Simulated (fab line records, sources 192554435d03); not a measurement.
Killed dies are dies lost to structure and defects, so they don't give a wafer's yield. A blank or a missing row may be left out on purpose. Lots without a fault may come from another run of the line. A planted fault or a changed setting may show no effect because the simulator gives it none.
Split-lot experiment | flow n5_finfet | 7 lots, 21 wafers read, on a route of 1938 steps

THE SPLIT
At N5_BEOL_M6_COAT_60 (time 60 s, resist thk 35 nm), the setting spin_rpm was moved away from the recipe's 1500 rpm on 7 of the 21 wafers read, by -9.4% to +5.7%. The other wafers ran this setting at the recipe's value.

FROM THE SPLIT TO THE READING: what the file shows between them, 4 steps
- N5_BEOL_M6_COAT_05: resist thk 90 nm
- N5_BEOL_M6_EBR_07
- N5_BEOL_M6_DESCUM_16: chemistry O2, time 7.9 s
- N5_BEOL_M6_ETCH_61: etches SiARC in CF4, target depth 45.5 nm, time 75.8 s

THE READING
SiARC_of_BEOL_M6_COAT_60.thk_nm (the simulator's own value, which no gauge read), in nm, at N5_BEOL_M6_ETCH_62 (etches SOC in N2/H2, target depth 110 nm, overetch 22 nm, time 165 s). The file gives no usual value for it. The 14 wafers here that ran the recipe average 28.3 nm, standard deviation 0.1 nm.

wafer  | tool, chamber at the split | spin_rpm as run, rpm | against the recipe | SiARC_of_BEOL_M6_COAT_60.thk_nm, nm | against lot-mates on the recipe
L080.1 | litho_track-02, 0          | 1586                 | +5.7%              | 27.6                                | -0.7
L080.4 | litho_track-02, 0          | 1500                 | recipe             | 28.4                                | -
L080.6 | litho_track-02, 0          | 1500                 | recipe             | 28.2                                | -
L081.3 | litho_track-03, 0          | 1500                 | recipe             | 28.4                                | -
L081.5 | litho_track-03, 0          | 1500                 | recipe             | 28.4                                | -
L081.4 | litho_track-03, 0          | 1403                 | -6.5%              | 29.8                                | +1.4
L085.3 | litho_track-05, 0          | 1396                 | -6.9%              | 29.6                                | +1.4
L085.5 | litho_track-05, 0          | 1396                 | -6.9%              | 29.6                                | +1.4
L085.4 | litho_track-05, 0          | 1500                 | recipe             | 28.2                                | -
L089.2 | litho_track-05, 0          | 1359                 | -9.4%              | 30.2                                | +1.8
L089.4 | litho_track-05, 0          | 1359                 | -9.4%              | 30.2                                | +1.8
L089.5 | litho_track-05, 0          | 1500                 | recipe             | 28.4                                | -
L092.1 | litho_track-02, 0          | 1500                 | recipe             | 28.4                                | -
L092.4 | litho_track-02, 0          | 1500                 | recipe             | 28.2                                | -
L092.6 | litho_track-02, 0          | 1565                 | +4.3%              | 27.2                                | -1.1
L095.3 | litho_track-03, 0          | 1500                 | recipe             | 28.2                                | -
L095.4 | litho_track-03, 0          | 1500                 | recipe             | 28.2                                | -
L095.5 | litho_track-03, 0          | 1500                 | recipe             | 28.4                                | -
L094.3 | litho_track-03, 0          | 1500                 | recipe             | 28.2                                | -
L094.5 | litho_track-03, 0          | 1500                 | recipe             | 28.2                                | -
L094.4 | litho_track-03, 0          | 1500                 | recipe             | 28.4                                | -

THE FIT
A straight line over all 21 wafers: SiARC_of_BEOL_M6_COAT_60.thk_nm changes by -0.196 nm for each +1% of spin_rpm; r = -0.98; the points scatter about the line by 0.15 nm.
The same after taking each lot's own level away (the mean of its wafers on the recipe; 21 wafers): -0.193 nm for each +1%; r = -0.99; scatter 0.14 nm.
On that fit, the largest move of spin_rpm shifts the reading by 1.8 nm.
The lots' own levels span 28.20 to 28.40 nm, that is 2.0 times the standard deviation above.
So the lot-to-lot level changes the slope little: the two slopes agree.
Check: with one of the wafers moved furthest among these (-9.4%) left out of the fit, the line predicts +1.84 nm for it against its lot-mates. It came out at +1.8 nm against them.

THE WHOLE CHAIN: every reading that the file lists as answering this split, in the file's order
step               | what it does                                                         | reading                                                                            | change (the file's fit)               | r (the file's)
N5_BEOL_M6_COAT_60 | time 60 s, resist thk 35 nm                                          | SiARC_of_BEOL_M6_COAT_60.thk_nm (the simulator's own value, which no gauge read)   | -0.171 nm for each +1% of the setting | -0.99
N5_BEOL_M6_ETCH_61 | etches SiARC in CF4, target depth 45.5 nm, time 75.8 s               | etch.depth_nm (the simulator's own value, which no gauge read)                     | -0.176 nm for each +1% of the setting | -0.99
N5_BEOL_M6_ETCH_61 | etches SiARC in CF4, target depth 45.5 nm, time 75.8 s               | CAR-ArF_of_BEOL_M6_COAT_05.thk_nm (the simulator's own value, which no gauge read) | +0.172 nm for each +1% of the setting | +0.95
N5_BEOL_M6_ETCH_62 | etches SOC in N2/H2, target depth 110 nm, overetch 22 nm, time 165 s | SiARC_of_BEOL_M6_COAT_60.thk_nm (the simulator's own value, which no gauge read)   | -0.193 nm for each +1% of the setting | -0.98

THE FILE'S OWN FIT
SiARC_of_BEOL_M6_COAT_60.thk_nm changes by -0.193 nm for each +1% of spin_rpm, r = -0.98.
